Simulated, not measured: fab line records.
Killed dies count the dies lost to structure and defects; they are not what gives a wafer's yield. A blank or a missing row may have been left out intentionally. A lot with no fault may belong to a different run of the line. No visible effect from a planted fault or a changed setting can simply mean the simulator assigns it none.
The tool behind it: which one? -- flow n5Finfet -- 10 lots, 28 wafers sampled, at 4 steps of a route of 1938

WHAT THE GAUGES SHOWED, per wafer
N5_BEOL_M4_RC_MEAS_101.
lot,measured,on,DIBL_N (mV/V),DIBL_P (mV/V),EOT_N,EOT_P,IOFF_N (nA/um),IOFF_P (nA/um),ION_N (uA/um),ION_P (uA/um),SS_N (mV/dec),SS_P (mV/dec),VT_N (mV),VT_P (mV)
L557,day 9 00:19,prober-02,37.7 36.5 36.5,37.5 35.6 36.0,10.56 10.52 10.48,10.61 10.44 10.53,0.18 0.16 0.16,0.22 0.19 0.19,674 666 676,463 456 453,71.6 71.3 71.7,73.8 73.2 73.5,250 250 250,-249 -252 -252
L558,day 8 18:03,prober-02,35.1 37.2 37.5,33.9 36.8 35.1,10.47 10.42 10.47,10.46 10.45 10.46,0.13 0.17 0.17,0.15 0.19 0.16,653 682 677,449 455 451,70.7 71.6 71.5,73.5 73.1 73.5,251 251 248,-257 -255 -256
L559,day 8 14:13,prober-02,32.8 35.9 34.4,32.8 35.1 32.9,10.59 10.65 10.63,10.60 10.59 10.60,0.12 0.16 0.14,0.17 0.20 0.17,660 663 652,454 454 446,70.6 71.8 71.6,72.8 72.8 72.2,255 250 252,-252 -252 -251
L561,day 9 05:38,prober-02,38.0 35.7 37.3,40.4 36.3 39.3,10.30 10.49 10.70,10.36 10.37 10.61,0.20 0.16 0.18,0.27 0.20 0.26,687 670 671,469 464 463,72.1 71.7 72.3,73.6 72.8 73.7,244 248 248,-246 -251 -248
L562,day 9 04:58,prober-01,38.8 36.9 37.5,41.7 38.2 38.4,10.48 10.50 10.43,10.53 10.53 10.44,0.23 0.18 0.19,0.27 0.21 0.21,694 676 683,468 452 456,72.2 71.8 71.6,74.3 73.9 74.3,245 250 248,-251 -252 -254
L563,day 9 08:10,prober-01,36.3 35.7 37.0,36.9 35.5 37.6,10.63 10.65 10.56,10.56 10.65 10.57,0.17 0.14 0.17,0.23 0.21 0.25,685 662 676,471 460 467,71.0 71.5 71.1,73.6 73.7 72.9,245 250 248,-246 -250 -246
L565,day 10 05:55,prober-01,34.8 34.6 36.1,34.7 34.8 36.9,10.63 10.54 10.97,10.56 10.68 11.13,0.15 0.13 0.17,0.20 0.21 0.26,662 657 667,461 454 462,71.6 70.7 71.7,72.5 71.8 73.0,251 253 250,-249 -252 -247
L567,day 10 16:14,prober-01,34.8 36.0,34.0 35.4,10.61 10.83,10.61 10.85,0.13 0.15,0.19 0.22,656 660,457 458,70.9 72.1,71.8 72.9,253 251,-252 -247
L569,day 11 09:40,prober-02,34.9 37.9,35.1 38.2,10.49 10.79,10.50 10.78,0.13 0.18,0.16 0.21,673 680,455 458,70.6 71.8,73.0 74.3,251 249,-256 -249
L579,day 14 00:20,prober-01,39.1 37.7 39.5,38.5 37.1 39.5,10.56 10.72 10.56,10.55 10.57 10.65,0.18 0.16 0.19,0.23 0.22 0.26,663 659 681,460 458 467,71.9 72.1 72.8,74.1 73.7 73.8,251 252 251,-249 -248 -247

EACH LOT AND THE TOOL THAT RAN IT (in order: tool; ch and the chambers of the sampled wafers; start)
lot,N5_HKMG_FIN_CVD_62,N5_BEOL_M4_ANNEAL_49,N5_BEOL_M4_ANNEAL_80
L557,"thermalCvdSi-02 ch 0,1, day 4 09:16","pvdSputter-03, day 8 21:12","pvdSputter-03, day 8 21:25"
L558,"thermalCvdSi-01 ch 0,1, day 4 15:12","pvdSputter-03, day 8 14:58","pvdSputter-03, day 8 15:11"
L559,"thermalCvdSi-02 ch 0,1,2, day 4 22:37","pvdSputter-01, day 8 11:05","pvdSputter-01, day 8 11:19"
L561,"thermalCvdSi-02 ch 0,2, day 5 11:32","pvdSputter-02, day 9 02:29","pvdSputter-02, day 9 02:43"
L562,"thermalCvdSi-01 ch 0,2, day 5 17:16","pvdSputter-01, day 9 02:04","pvdSputter-01, day 9 02:17"
L563,"thermalCvdSi-02 ch 1,2, day 6 01:20","pvdSputter-01, day 9 05:23","pvdSputter-01, day 9 05:36"
L565,"thermalCvdSi-02 ch 0,1,2, day 6 14:57","pvdSputter-02, day 10 03:08","pvdSputter-02, day 10 03:22"
L567,"thermalCvdSi-02 ch 0,2, day 7 03:55","pvdSputter-02, day 10 12:58","pvdSputter-02, day 10 13:11"
L569,"thermalCvdSi-02 ch 1, day 7 11:14","pvdSputter-02, day 11 06:53","pvdSputter-02, day 11 07:06"
L579,"thermalCvdSi-02 ch 0,1,2, day 9 19:29","pvdSputter-03, day 13 21:02","pvdSputter-03, day 13 21:15"
- N5_HKMG_FIN_CVD_62: deposits a-Si from Si2H6, target thk 3 nm, time 20.8 s.
- N5_BEOL_M4_ANNEAL_49: time 240 s.
- N5_BEOL_M4_ANNEAL_80: time 240 s.

WHAT THE TOOLS THEMSELVES READ (means of the sampled wafers that have a number; where no wafer has one, the mark that the record gives instead)
N5_HKMG_FIN_CVD_62.
lot,tool,chamberPressureTorr (Torr),heaterPowerW (W)
L557,thermalCvdSi-02,0.9976,1451
L558,thermalCvdSi-01,1.0009,1465
L559,thermalCvdSi-02,0.9993,1565
L561,thermalCvdSi-02,1.0007,1640
L562,thermalCvdSi-01,1.0000,1554
L563,thermalCvdSi-02,0.9988,1465
L565,thermalCvdSi-02,1.0031,1543
L567,thermalCvdSi-02,0.9980,1634
L569,thermalCvdSi-02,1.0039,1372
L579,thermalCvdSi-02,1.0009,1549

N5_BEOL_M4_ANNEAL_49.
lot,tool,heaterPowerW (W)
L557,pvdSputter-03,921
L558,pvdSputter-03,734
L559,pvdSputter-01,792
L561,pvdSputter-02,994
L562,pvdSputter-01,798
L563,pvdSputter-01,797
L565,pvdSputter-02,962
L567,pvdSputter-02,889
L569,pvdSputter-02,1004
L579,pvdSputter-03,881

N5_BEOL_M4_ANNEAL_80.
lot,tool,heaterPowerW (W)
L557,pvdSputter-03,937
L558,pvdSputter-03,744
L559,pvdSputter-01,780
L561,pvdSputter-02,973
L562,pvdSputter-01,802
L563,pvdSputter-01,802
L565,pvdSputter-02,958
L567,pvdSputter-02,863
L569,pvdSputter-02,966
L579,pvdSputter-03,881

THE ANSWER, worked out from the rows above alone
Rule: the lots themselves supply what counts as usual. Put in order of their means at a reading, lots are off if they are a third of the lots or fewer, leave a main group of 4 or more, and stand apart from it by a gap of 3 or more times the standard deviation of the main group's means; of several such gaps the widest counts. If all means in a main group match to the digits the tables above print for the reading, that group is not used. A lot without any number at a reading at which 4 lots or more have one is off too. Any other lot the step has rows for is counted as sound. The gauges are gone through in route order, then the tools' own readings, and for those a lot's mean is taken as printed above. The first step at which some lot is off is used, and at that step the reading that is off furthest; a lot without a number counts as furthest.
None of the lots is off at any reading shown; this tells nothing.

WHAT THE SIMULATOR HAD PUT IN
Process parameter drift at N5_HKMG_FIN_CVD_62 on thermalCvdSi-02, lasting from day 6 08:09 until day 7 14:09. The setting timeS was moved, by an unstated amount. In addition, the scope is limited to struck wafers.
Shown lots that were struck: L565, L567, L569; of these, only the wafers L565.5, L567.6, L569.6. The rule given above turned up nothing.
